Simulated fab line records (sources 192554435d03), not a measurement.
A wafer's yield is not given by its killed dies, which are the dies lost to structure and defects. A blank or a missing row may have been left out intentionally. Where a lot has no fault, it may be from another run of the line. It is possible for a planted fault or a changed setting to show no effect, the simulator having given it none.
fab line records -- flow n5_finfet
record lots=7, wafers=39
route steps=1938 shown BEOL_M12@1639 PASSIVATION@1909
start_h: start of the lot's first displayed wafer, in hours after the record's first day -- wait_h: hours from the lot's prior step to this one -- " unchanged from the row above -- L1.1+2: one row covering several wafers at once -- - no value, or no start was given -- * or withheld: withheld -- < > ~ a bound
route shown NAME@n: names a module that has steps shown in the file, with the first one's number in the route -- usual: the fault-free wafers' mean and standard deviation -- same: alike in all rows -- chamber/n: place in a boat -- sites: each site's reading -- _std_site: how widely they spread, as a standard deviation -- _edge_site: the outer-site mean with the inner-site mean subtracted -- radius_mm: how far each site lies from the wafer's centre -- mask NAME#n: copy n -- behind: tool/chamber where the wafer was last shaped -- hold: cause of the lot's hold/its duration in hours/its outcome -- device: the n, p or np transistor that did not switch -- end of line: the tests these same wafers got at the end of their route -- step lacking rows: just its recipe -- killed: at the first sort, the dies lost to defects and structure; wafer yield is something else -- map: per-die view of a wafer (x killed, . not killed, _ where there is no die)
set.NAME: the setting the step ran with; set.NAME@STEP: the setting that earlier step ran with -- model.NAME: the simulator's own value behind a step, which no gauge read
lots run with intentionally changed settings; tables by step, rows by wafer
## steps
# step N5_BEOL_M12_TRENCH_ETCH_34
# recipe chemistry=C4F8/O2/Ar, target=SiOC, target_depth_a=3189.5, mask_material=SOC, pressure_mtorr=30, source_w=3000, bias_w=700, Ar_flow_sccm=400, C4F8_flow_sccm=15, O2_flow_sccm=8, he_inner_torr=15, he_outer_torr=30, time_s=125.5, ion_energy_ev=250
lot.wafer,tool,chamber,start_h,wait_h,set.target_depth_a,model.etch.depth_nm
L074.1,rie_diel-06,1,258.87,0.0,3189.5,314.3
L074.2,rie_diel-06,2,258.87,0.0,3189.5,317.8
L074.3,rie_diel-06,0,258.87,0.0,3189.5,314.9
L074.4,rie_diel-06,3,258.87,0.0,3189.5,321
L074.5,rie_diel-06,0,258.87,0.0,3189.5,315.3
L074.6,rie_diel-06,3,258.87,0.0,3189.5,318
L076.1,rie_diel-06,0,259.50,0.0,3189.5,312.6
L076.2,rie_diel-06,3,259.50,0.0,2546,253.2
L076.3,rie_diel-06,2,259.50,0.0,3189.5,320.3
L076.4,rie_diel-06,1,259.50,0.0,2546,248.9
L076.5,rie_diel-06,3,259.50,0.0,2546,252.1
L076.6,rie_diel-06,0,259.50,0.0,3189.5,314.6
L078.1,rie_diel-01,0,278.46,0.0,4386,442.8
L078.2,rie_diel-01,2,278.46,0.0,3189.5,318.9
L078.3,rie_diel-01,1,278.46,0.0,3189.5,317.8
L078.4,rie_diel-01,1,278.46,0.0,4386,435.1
L078.5,rie_diel-01,2,278.46,0.0,4386,437.9
L078.6,rie_diel-01,0,278.46,0.0,3189.5,319.3
L081.3,rie_diel-01,2,289.63,0.0,3189.5,320.4
L081.4,rie_diel-01,0,289.63,0.0,3189.5,317
L081.6,rie_diel-01,2,289.63,0.0,3189.5,319.8
L085.1,rie_diel-06,2,319.77,0.0,1930,193.4
L085.2+5,rie_diel-06,"0,2",319.77,0.0,1930,193
L085.3,rie_diel-06,1,319.77,0.0,3189.5,323
L085.4,rie_diel-06,3,319.77,0.0,3189.5,320
L085.6,rie_diel-06,3,319.77,0.0,3189.5,320.9
L087.1+6,rie_diel-06,"2,3",332.33,0.0,1955,194.8
L087.2,rie_diel-06,0,332.33,0.0,3189.5,314.4
L087.3,rie_diel-06,3,332.33,0.0,1955,196.1
L087.4,rie_diel-06,1,332.33,0.0,3189.5,318.5
L087.5,rie_diel-06,0,332.33,0.0,3189.5,315.9
L093.1,rie_diel-05,1,345.30,0.0,3189.5,324
L093.2,rie_diel-05,2,345.30,0.0,1438,141.5
L093.3,rie_diel-05,3,345.30,0.0,1438,147.2
L093.4,rie_diel-05,0,345.30,0.0,3189.5,320.6
L093.5,rie_diel-05,2,345.30,0.0,3189.5,315.2
L093.6,rie_diel-05,3,345.30,0.0,1438,146.1
# step N5_BEOL_M12_STRIP_70
# recipe chemistry=C4F8/O2/Ar, resist=SiARC, rf_frequency_hz=6e+07
# step N5_BEOL_M12_OCD_MEAS_35
# usual trench_depth_nm=319/3.7
lot.wafer,tool,chamber,start_h,wait_h,set.target_depth_a@BEOL_M12_TRENCH_ETCH_34,trench_depth_nm
L074.1,ocd-01,-,259.02,0.0,3189.5,314
L074.2,ocd-01,-,259.02,0.0,3189.5,318
L074.3,ocd-01,-,259.02,0.0,3189.5,315
L074.4,ocd-01,-,259.02,0.0,3189.5,321
L074.5,ocd-01,-,259.02,0.0,3189.5,315
L074.6,ocd-01,-,259.02,0.0,3189.5,318
L076.1,ocd-01,-,259.65,0.0,3189.5,313
L076.2,ocd-01,-,259.65,0.0,2546,253
L076.3,ocd-01,-,259.65,0.0,3189.5,320
L076.4,ocd-01,-,259.65,0.0,2546,249
L076.5,ocd-01,-,259.65,0.0,2546,253
L076.6,ocd-01,-,259.65,0.0,3189.5,314
L078.1,ocd-01,-,278.61,0.0,4386,443
L078.2,ocd-01,-,278.61,0.0,3189.5,319
L078.3,ocd-01,-,278.61,0.0,3189.5,318
L078.4,ocd-01,-,278.61,0.0,4386,435
L078.5,ocd-01,-,278.61,0.0,4386,438
L078.6,ocd-01,-,278.61,0.0,3189.5,319
L081.3,ocd-01,-,289.79,0.0,3189.5,321
L081.4,ocd-01,-,289.79,0.0,3189.5,316
L081.6,ocd-01,-,289.79,0.0,3189.5,320
L085.1,ocd-02,-,319.93,0.0,1930,194
L085.2,ocd-02,-,319.93,0.0,1930,193
L085.3,ocd-02,-,319.93,0.0,3189.5,323
L085.4,ocd-02,-,319.93,0.0,3189.5,320
L085.5,ocd-02,-,319.93,0.0,1930,193
L085.6,ocd-02,-,319.93,0.0,3189.5,321
L087.1,ocd-02,-,332.48,0.0,1955,195
L087.2,ocd-02,-,332.48,0.0,3189.5,315
L087.3,ocd-02,-,332.48,0.0,1955,196
L087.4,ocd-02,-,332.48,0.0,3189.5,319
L087.5,ocd-02,-,332.48,0.0,3189.5,316
L087.6,ocd-02,-,332.48,0.0,1955,195
L093.1,ocd-02,-,345.46,0.0,3189.5,324
L093.2,ocd-02,-,345.46,0.0,1438,141
L093.3,ocd-02,-,345.46,0.0,1438,147
L093.4,ocd-02,-,345.46,0.0,3189.5,320
L093.5,ocd-02,-,345.46,0.0,3189.5,315
L093.6,ocd-02,-,345.46,0.0,1438,146
# step N5_BEOL_M12_STRIP_37
# recipe chemistry=N2/H2, power_w=1000, temp_c=250, h2_frac=0.65, overash_fraction=0.3, pressure_mtorr=withheld, n2_flow_sccm=1750, h2_flow_sccm=3250
# step N5_BEOL_M12_ETCH_38
# recipe chemistry=CF4/N2, target=SiCN, target_depth_a=687, taper_deg=2, time_s=73.4, ion_energy_ev=150, mask_material=SiO2, pressure_mtorr=40, source_w=430, bias_w=70, Ar_flow_sccm=100, cf4_flow_sccm=60, n2_flow_sccm=60
# step N5_BEOL_M12_ECD_47
# recipe material=Cu, target_thk_a=7200
# step N5_BEOL_M12_ANNEAL_48
# recipe temp_c=225, time_s=90, ambient=N2
# step N5_BEOL_M12_CMP_49
# recipe stop_on=SiOC, t_overpolish_s=20.6, down_force_psi=1, platen_rpm=50, clearing_platen_down_force_psi=1.5, clearing_platen_rpm=50, post_cmp_clean=cu_alkaline, target_thk_nm=320, clearing_platen_pad_velocity_m_s=0.99484, pad_velocity_m_s=0.99484
lot.wafer,tool,chamber,start_h,wait_h,set.target_depth_a@BEOL_M12_TRENCH_ETCH_34,model.Cu_of_BEOL_M12_ECD_47.thk_nm
L074.3,cmp-02,0,264.79,0.2,3189.5,315
L074.2+6,cmp-02,1,264.79,0.2,3189.5,319.4
L074.4,cmp-02,2,264.79,0.2,3189.5,322.4
L074.1,cmp-02,3,264.79,0.2,3189.5,317.6
L074.5,cmp-02,0,264.79,0.2,3189.5,316.8
L076.4,cmp-03,3,264.97,0.1,2546,250.2
L076.2,cmp-03,0,264.97,0.1,2546,253.2
L076.3,cmp-03,1,264.97,0.1,3189.5,322.6
L076.1,cmp-03,2,264.97,0.1,3189.5,311.4
L076.6,cmp-03,3,264.97,0.1,3189.5,315.4
L076.5,cmp-03,0,264.97,0.1,2546,252.2
L078.2,cmp-03,1,280.79,0.2,3189.5,320
L078.1,cmp-03,2,280.79,0.2,4386,441.2
L078.4,cmp-03,3,280.79,0.2,4386,435.2
L078.3,cmp-03,0,280.79,0.2,3189.5,318.2
L078.5,cmp-03,1,280.79,0.2,4386,438.6
L078.6,cmp-03,2,280.79,0.2,3189.5,317.8
L081.4,cmp-03,0,298.85,0.2,3189.5,317.4
L081.3,cmp-03,1,298.85,0.2,3189.5,322
L081.6,cmp-03,0,298.85,0.2,3189.5,321.2
L085.3,cmp-04,0,326.25,0.2,3189.5,324
L085.4,cmp-04,1,326.25,0.2,3189.5,321.4
L085.1,cmp-04,2,326.25,0.2,1930,193.8
L085.2,cmp-04,3,326.25,0.2,1930,195.4
L085.6,cmp-04,0,326.25,0.2,3189.5,321.8
L085.5,cmp-04,1,326.25,0.2,1930,195.2
L087.1,cmp-04,1,335.76,0.3,1955,196.4
L087.2,cmp-04,2,335.76,0.3,3189.5,313.6
L087.4,cmp-04,3,335.76,0.3,3189.5,320.6
L087.3,cmp-04,0,335.76,0.3,1955,195.6
L087.5,cmp-04,1,335.76,0.3,3189.5,316.8
L087.6,cmp-04,2,335.76,0.3,1955,194.4
L093.2,cmp-04,2,347.87,0.2,1438,141.6
L093.1,cmp-04,3,347.87,0.2,3189.5,326.8
L093.4,cmp-04,0,347.87,0.2,3189.5,321.6
L093.3,cmp-04,1,347.87,0.2,1438,149.4
L093.6,cmp-04,2,347.87,0.2,1438,146
L093.5,cmp-04,3,347.87,0.2,3189.5,318.4
# step N5_BEOL_M12_THK_MEAS_50
# recipe thk_meas_gauge=xrf, reads=Cu_of_BEOL_M12_ECD_47
# usual M12_THK=324/4.2
lot.wafer,tool,chamber,start_h,wait_h,set.target_depth_a@BEOL_M12_TRENCH_ETCH_34,M12_THK[nm]
L074.1,film_metro-01,-,265.08,-,3189.5,324
L074.2,film_metro-01,-,265.08,-,3189.5,324
L074.3,film_metro-01,-,265.08,-,3189.5,319
L074.4,film_metro-01,-,265.08,-,3189.5,328
L074.5,film_metro-01,-,265.08,-,3189.5,322
L074.6,film_metro-01,-,265.08,-,3189.5,323
L076.1,film_metro-01,-,265.26,-,3189.5,316
L076.2,film_metro-01,-,265.26,-,2546,257
L076.3,film_metro-01,-,265.26,-,3189.5,327
L076.4,film_metro-01,-,265.26,-,2546,253
L076.5,film_metro-01,-,265.26,-,2546,256
L076.6,film_metro-01,-,265.26,-,3189.5,321
L078.1,film_metro-02,-,281.09,-,4386,447
L078.2,film_metro-02,-,281.09,-,3189.5,324
L078.3,film_metro-02,-,281.09,-,3189.5,323
L078.4,film_metro-02,-,281.09,-,4386,440
L078.5,film_metro-02,-,281.09,-,4386,446
L078.6,film_metro-02,-,281.09,-,3189.5,323
L081.3,film_metro-01,-,299.11,-,3189.5,322
L081.4,film_metro-01,-,299.11,-,3189.5,318
L081.6,film_metro-01,-,299.11,-,3189.5,320
L085.1,film_metro-01,-,326.55,-,1930,197
L085.2,film_metro-01,-,326.55,-,1930,198
L085.3,film_metro-01,-,326.55,-,3189.5,330
L085.4,film_metro-01,-,326.55,-,3189.5,327
L085.5,film_metro-01,-,326.55,-,1930,198
L085.6,film_metro-01,-,326.55,-,3189.5,328
L087.1,film_metro-01,-,336.06,-,1955,199
L087.2,film_metro-01,-,336.06,-,3189.5,317
L087.3,film_metro-01,-,336.06,-,1955,198
L087.4,film_metro-01,-,336.06,-,3189.5,324
L087.5,film_metro-01,-,336.06,-,3189.5,321
L087.6,film_metro-01,-,336.06,-,1955,197
L093.1,film_metro-02,-,348.16,-,3189.5,328
L093.2,film_metro-02,-,348.16,-,1438,141
L093.3,film_metro-02,-,348.16,-,1438,149
L093.4,film_metro-02,-,348.16,-,3189.5,321
L093.5,film_metro-02,-,348.16,-,3189.5,320
L093.6,film_metro-02,-,348.16,-,1438,146
# step N5_BEOL_M12_PRE_CLEAN_52
# recipe gas=NH3, time_s=15, temp_c=withheld, rf_power_w=300
# step N5_BEOL_M12_DEP_53
# recipe material=SiCN, target_thk_a=300, temp_c=withheld, precursor=3MS/NH3, pressure_torr=3, rf_w=675, time_s=10.5
# step N5_BEOL_M12_RS_MEAS_54
# recipe thk_meas_gauge=four-point-probe, reads=Cu_of_BEOL_M12_ECD_47+Ta_of_BEOL_M12_SPUTTER_44+TaN_of_BEOL_M12_SPUTTER_43
# usual M12_RS=0.0599/0.00082
lot.wafer,tool,chamber,start_h,wait_h,set.target_depth_a@BEOL_M12_TRENCH_ETCH_34,M12_RS[ohm/sq]
L074.1,film_metro-02,-,265.21,0.0,3189.5,0.0605
L074.2,film_metro-02,-,265.21,0.0,3189.5,0.0600
L074.3,film_metro-02,-,265.21,0.0,3189.5,0.0611
L074.4,film_metro-02,-,265.21,0.0,3189.5,0.0595
L074.5,film_metro-02,-,265.21,0.0,3189.5,0.0607
L074.6,film_metro-02,-,265.21,0.0,3189.5,0.0600
L076.1,film_metro-02,-,265.39,0.0,3189.5,0.0617
L076.2,film_metro-02,-,265.39,0.0,2546,0.0767
L076.3,film_metro-02,-,265.39,0.0,3189.5,0.0596
L076.4,film_metro-02,-,265.39,0.0,2546,0.0778
L076.5,film_metro-02,-,265.39,0.0,2546,0.0771
L076.6,film_metro-02,-,265.39,0.0,3189.5,0.0609
L078.1,film_metro-02,-,281.21,0.0,4386,0.0431
L078.2,film_metro-02,-,281.21,0.0,3189.5,0.0598
L078.3,film_metro-02,-,281.21,0.0,3189.5,0.0603
L078.4,film_metro-02,-,281.21,0.0,4386,0.0437
L078.5,film_metro-02,-,281.21,0.0,4386,0.0433
L078.6,film_metro-02,-,281.21,0.0,3189.5,0.0605
L081.3,film_metro-02,-,299.23,0.0,3189.5,0.0597
L081.4,film_metro-02,-,299.23,0.0,3189.5,0.0605
L081.6,film_metro-02,-,299.23,0.0,3189.5,0.0598
L085.1,film_metro-01,-,326.84,0.0,1930,0.1017
L085.2,film_metro-01,-,326.84,0.0,1930,0.1011
L085.3,film_metro-01,-,326.84,0.0,3189.5,0.0592
L085.4,film_metro-01,-,326.84,0.0,3189.5,0.0597
L085.5,film_metro-01,-,326.84,0.0,1930,0.1011
L085.6,film_metro-01,-,326.84,0.0,3189.5,0.0596
L087.1,film_metro-02,-,336.19,0.0,1955,0.1007
L087.2,film_metro-02,-,336.19,0.0,3189.5,0.0614
L087.3,film_metro-02,-,336.19,0.0,1955,0.1011
L087.4,film_metro-02,-,336.19,0.0,3189.5,0.0599
L087.5,film_metro-02,-,336.19,0.0,3189.5,0.0607
L087.6,film_metro-02,-,336.19,0.0,1955,0.1019
L093.1,film_metro-01,-,348.29,0.0,3189.5,0.0587
L093.2,film_metro-01,-,348.29,0.0,1438,0.1436
L093.3,film_metro-01,-,348.29,0.0,1438,0.1353
L093.4,film_metro-01,-,348.29,0.0,3189.5,0.0597
L093.5,film_metro-01,-,348.29,0.0,3189.5,0.0603
L093.6,film_metro-01,-,348.29,0.0,1438,0.1386
# step N5_PASSIVATION_AL_ETCH_33
# recipe chemistry=Cl2/BCl3, target_depth_a=28000, over_etch_frac=0.15, Cl2_flow_sccm=180, bcl3_flow_sccm=60, target=Al, stop_on=TaN, time_s=466.7, ion_energy_ev=100, pressure_mtorr=10, icp_w=900, bias_w=100
lot.wafer,tool,chamber,start_h,wait_h,set.time_s
L074.1+4+5,rie_metal-01,"0,0,1",299.37,0.1,466.7
L074.2+3+6,rie_metal-01,"1,1,0",299.37,0.1,212.9
L076.1+2+3,rie_metal-02,"1,0,1",300.25,0.1,466.7
L076.4+5+6,rie_metal-02,"0,0,1",300.25,0.1,279.6
L078.1+2+3+4+5+6,rie_metal-03,"1,0,1,0,1,0",309.78,0.1,466.7
L081.3+4+6,rie_metal-01,"1,0,0",333.77,0.2,466.7
L085.1+3+4,rie_metal-03,"0,0,1",359.81,0.1,466.7
L085.2+5+6,rie_metal-03,"1,0,1",359.81,0.1,724.6
L087.1+2+4,rie_metal-01,"0,1,1",369.13,0.1,570.7
L087.3+5+6,rie_metal-01,"0,1,0",369.13,0.1,466.7
L093.1+2+6,rie_metal-03,"1,0,0",380.44,0.1,722.7
L093.3+4+5,rie_metal-03,"0,1,1",380.44,0.1,466.7
# step N5_PASSIVATION_ETCH_59
# recipe chemistry=Cl2/BCl3, target=TaN, target_depth_a=650, time_s=34.9, ion_energy_ev=100, pressure_mtorr=10, icp_w=900, bias_w=100, Cl2_flow_sccm=60, bcl3_flow_sccm=30
# usual oes_product_au=0.79/0.074
lot.wafer,tool,chamber,start_h,wait_h,set.time_s@PASSIVATION_AL_ETCH_33,oes_product_au
L074.1,rie_metal-01,0,299.77,0.3,466.7,0.85
L074.2,rie_metal-01,1,299.77,0.3,212.9,0.25
L074.3,rie_metal-01,1,299.77,0.3,212.9,0.25
L074.4,rie_metal-01,0,299.77,0.3,466.7,0.86
L074.5,rie_metal-01,1,299.77,0.3,466.7,0.95
L074.6,rie_metal-01,0,299.77,0.3,212.9,0.24
L076.1,rie_metal-02,1,300.65,0.3,466.7,0.75
L076.2,rie_metal-02,0,300.65,0.3,466.7,0.71
L076.3,rie_metal-02,1,300.65,0.3,466.7,0.75
L076.4,rie_metal-02,0,300.65,0.3,279.6,0.19
L076.5,rie_metal-02,0,300.65,0.3,279.6,0.19
L076.6,rie_metal-02,1,300.65,0.3,279.6,0.20
L078.1,rie_metal-03,1,310.18,0.3,466.7,0.80
L078.2,rie_metal-03,0,310.18,0.3,466.7,0.85
L078.3,rie_metal-03,1,310.18,0.3,466.7,0.80
L078.4,rie_metal-03,0,310.18,0.3,466.7,0.85
L078.5,rie_metal-03,1,310.18,0.3,466.7,0.80
L078.6,rie_metal-03,0,310.18,0.3,466.7,0.85
L081.3,rie_metal-01,1,334.07,0.2,466.7,0.90
L081.4,rie_metal-01,0,334.07,0.2,466.7,0.85
L081.6,rie_metal-01,0,334.07,0.2,466.7,0.84
L085.1,rie_metal-03,0,360.21,0.3,466.7,0.83
L085.2,rie_metal-03,1,360.21,0.3,724.6,0.79
L085.3,rie_metal-03,0,360.21,0.3,466.7,0.84
L085.4,rie_metal-03,1,360.21,0.3,466.7,0.79
L085.5,rie_metal-03,0,360.21,0.3,724.6,0.84
L085.6,rie_metal-03,1,360.21,0.3,724.6,0.79
L087.1,rie_metal-01,0,369.53,0.3,570.7,0.84
L087.2,rie_metal-01,1,369.53,0.3,570.7,0.90
L087.3,rie_metal-01,0,369.53,0.3,466.7,0.84
L087.4,rie_metal-01,1,369.53,0.3,570.7,0.91
L087.5,rie_metal-01,1,369.53,0.3,466.7,0.90
L087.6,rie_metal-01,0,369.53,0.3,466.7,0.83
L093.1,rie_metal-03,1,380.84,0.3,722.7,0.78
L093.2,rie_metal-03,0,380.84,0.3,722.7,0.83
L093.3,rie_metal-03,0,380.84,0.3,466.7,0.82
L093.4,rie_metal-03,1,380.84,0.3,466.7,0.78
L093.5,rie_metal-03,1,380.84,0.3,466.7,0.79
L093.6,rie_metal-03,0,380.84,0.3,722.7,0.82
## key
split step=N5_BEOL_M12_TRENCH_ETCH_34, setting=target_depth_a, stated=3189.5, by=wafer
response step=N5_BEOL_M12_TRENCH_ETCH_34, reading=model.etch.depth_nm, change=+3.19, per=1%, r=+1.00
response step=N5_BEOL_M12_OCD_MEAS_35, reading=trench_depth_nm, change=+3.18, per=1%, r=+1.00
response step=N5_BEOL_M12_CMP_49, reading=model.Cu_of_BEOL_M12_ECD_47.thk_nm, change=+3.2, per=1%, r=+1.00
response step=N5_BEOL_M12_THK_MEAS_50, reading=M12_THK, change=+3.24, per=1%, r=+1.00
response step=N5_BEOL_M12_RS_MEAS_54, reading=M12_RS, change=-0.00108, per=1%, r=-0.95
split step=N5_PASSIVATION_AL_ETCH_33, setting=time_s, stated=466.7, by=wafer
response step=N5_PASSIVATION_ETCH_59, reading=oes_product_au, shape=bent, at_lowest=0.25, at_stated=0.83, at_highest=0.80
